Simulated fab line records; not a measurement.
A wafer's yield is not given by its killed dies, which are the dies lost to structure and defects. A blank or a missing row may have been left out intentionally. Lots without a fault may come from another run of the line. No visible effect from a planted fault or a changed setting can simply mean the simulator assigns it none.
Which tool was responsible? ; flow n5Finfet ; 10 lots with 27 wafers sampled at 2 steps, on a route of 1938 steps

## WHAT THE GAUGES READ, wafer by wafer
N5_BEOL_M4_RC_MEAS_101. Usual: DIBL_N 35.9 mV/V, standard deviation 2.5; DIBL_P 36.0 mV/V, standard deviation 3; IOFF_N 0.16 nA/um, standard deviation 0.047; IOFF_P 0.21 nA/um, standard deviation 0.047; ION_N 671 uA/um, standard deviation 14; ION_P 460 uA/um, standard deviation 8.8; SS_N 71.5 mV/dec, standard deviation 0.73; SS_P 73.2 mV/dec, standard deviation 0.91; VT_N 250 mV, standard deviation 4.3; VT_P -251 mV, standard deviation 3.6.
lot;measured;on;DIBL_N (mV/V);DIBL_P (mV/V);IOFF_N (nA/um);IOFF_P (nA/um);ION_N (uA/um);ION_P (uA/um);SS_N (mV/dec);SS_P (mV/dec);VT_N (mV);VT_P (mV);flag
L701;day 7 18:34;prober-02;34.8 37.7 34.1;34.4 37.2 33.6;0.14 0.20 0.14;0.19 0.22 0.17;662 679 653;453 465 444;71.0 72.4 70.5;73.3 73.2 72.7;250 245 249;-254 -251 -256;
L702;day 7 22:47;prober-01;35.4 32.2 35.9;36.4 32.9 37.2;0.15 0.11 0.16;0.18 0.16 0.20;667 653 682;451 451 467;71.5 70.5 71.4;73.3 72.3 73.0;253 252 250;-254 -254 -254;
L703;day 8 14:56;prober-02;39.5 36.4 35.5;41.7 37.2 36.5;0.27 0.17 0.18;0.31 0.23 0.23;692 671 690;472 465 472;72.5 72.1 71.3;74.9 73.7 74.1;240 247 243;-245 -248 -249;
L706;day 8 19:20;prober-01;39.6 32.6 40.8;39.0 29.5 38.8;0.24 0.10 0.28;0.26 0.13 0.26;707 654 684;475 447 460;71.7 69.6 72.6;74.3 71.7 74.4;241 256 243;-249 -256 -248;
L708;day 9 14:58;prober-02;35.2 32.7;34.8 32.3;0.16 0.12;0.17 0.14;677 658;453 449;71.7 70.5;72.9 72.9;250 254;-256 -257;
L711;day 10 09:12;prober-02;36.7 30.7;38.3 32.0;0.19 0.10;0.26 0.18;684 639;480 456;71.8 70.1;73.1 71.6;246 255;-247 -248;
L712;day 10 09:23;prober-01;33.4 34.1;35.1 36.0;0.13 0.15;0.19 0.22;667 675;470 470;71.4 71.1;72.7 73.8;248 250;-248 -244;
L722;day 13 03:22;prober-01;35.8 38.1 35.3;35.4 37.6 34.9;0.17 0.18 0.15;0.22 0.23 0.22;684 678 655;471 467 456;71.1 72.0 71.4;73.1 73.7 73.0;249 250 251;-247 -249 -249;
L723;day 13 12:14;prober-02;35.0 34.7 32.9;35.1 34.8 32.7;0.13 0.15 0.10;0.19 0.19 0.16;655 681 656;452 468 455;71.1 71.2 71.0;72.8 73.5 72.0;255 251 259;-252 -250 -254;
L724;day 13 12:32;prober-01;35.2 39.7 33.6;33.5 39.0 33.2;0.12 0.20 0.11;0.16 0.25 0.16;668 673 664;458 457 462;71.1 73.0 70.8;73.0 74.5 72.2;254 249 253;-252 -250 -254;

## EACH LOT AND THE TOOL THAT RAN IT (in order: tool; ch and the chambers of the sampled wafers; start)
lot;N5_BEOL_M0_SAQP_RECESS_114
L701;vaporEtch-02 ch 0,1, day 5 16:53
L702;vaporEtch-01 ch 0,1, day 5 21:26
L703;vaporEtch-01 ch 0,1, day 6 01:38
L706;vaporEtch-01 ch 0,1, day 6 18:19
L708;vaporEtch-01 ch 0,1, day 7 02:53
L711;vaporEtch-01 ch 0,1, day 8 02:13
L712;vaporEtch-01 ch 0, day 8 04:42
L722;vaporEtch-01 ch 0,1, day 10 21:59
L723;vaporEtch-01 ch 0,1, day 11 00:55
L724;vaporEtch-01 ch 0,1, day 11 04:26
- N5_BEOL_M0_SAQP_RECESS_114: chemistry HF/NH3, target SiO2, target depth 14.4 nm, afs cycles 3, sublimation time 60 s.

## AS READ BY THE TOOLS THEMSELVES (means over the sampled wafers that have a number; for cases with no such wafer, the mark the record gives instead)
N5_BEOL_M0_SAQP_RECESS_114. Usual: drypumpMotorCurrentA reads 5.9 A (standard deviation 0.36).
lot;tool;drypumpMotorCurrentA (A);flag
L701;vaporEtch-02;5.4;
L702;vaporEtch-01;6.1;
L703;vaporEtch-01;6.0;
L706;vaporEtch-01;6.1;
L708;vaporEtch-01;6.0;
L711;vaporEtch-01;6.0;
L712;vaporEtch-01;6.3;
L722;vaporEtch-01;6.0;
L723;vaporEtch-01;6.0;
L724;vaporEtch-01;6.0;

## THE ANSWER, worked out from the rows above alone
Rule: a lot counts as off when the mean over its wafers that have a number is more than 3 standard deviations away from the usual mean. Also off: a lot with no number at a reading for which 4 or more lots have one. The other lots that the step has rows for count as sound. First the gauges in route order, then the tools' own readings, where a lot's mean is used as printed above. The first step at which some lot is off is used, and at that step the reading that is off furthest; a lot without a number counts as furthest.
Across all readings shown, no lot is off: no conclusion can be drawn from this.

## WHAT HAD BEEN PUT IN BY THE SIMULATOR
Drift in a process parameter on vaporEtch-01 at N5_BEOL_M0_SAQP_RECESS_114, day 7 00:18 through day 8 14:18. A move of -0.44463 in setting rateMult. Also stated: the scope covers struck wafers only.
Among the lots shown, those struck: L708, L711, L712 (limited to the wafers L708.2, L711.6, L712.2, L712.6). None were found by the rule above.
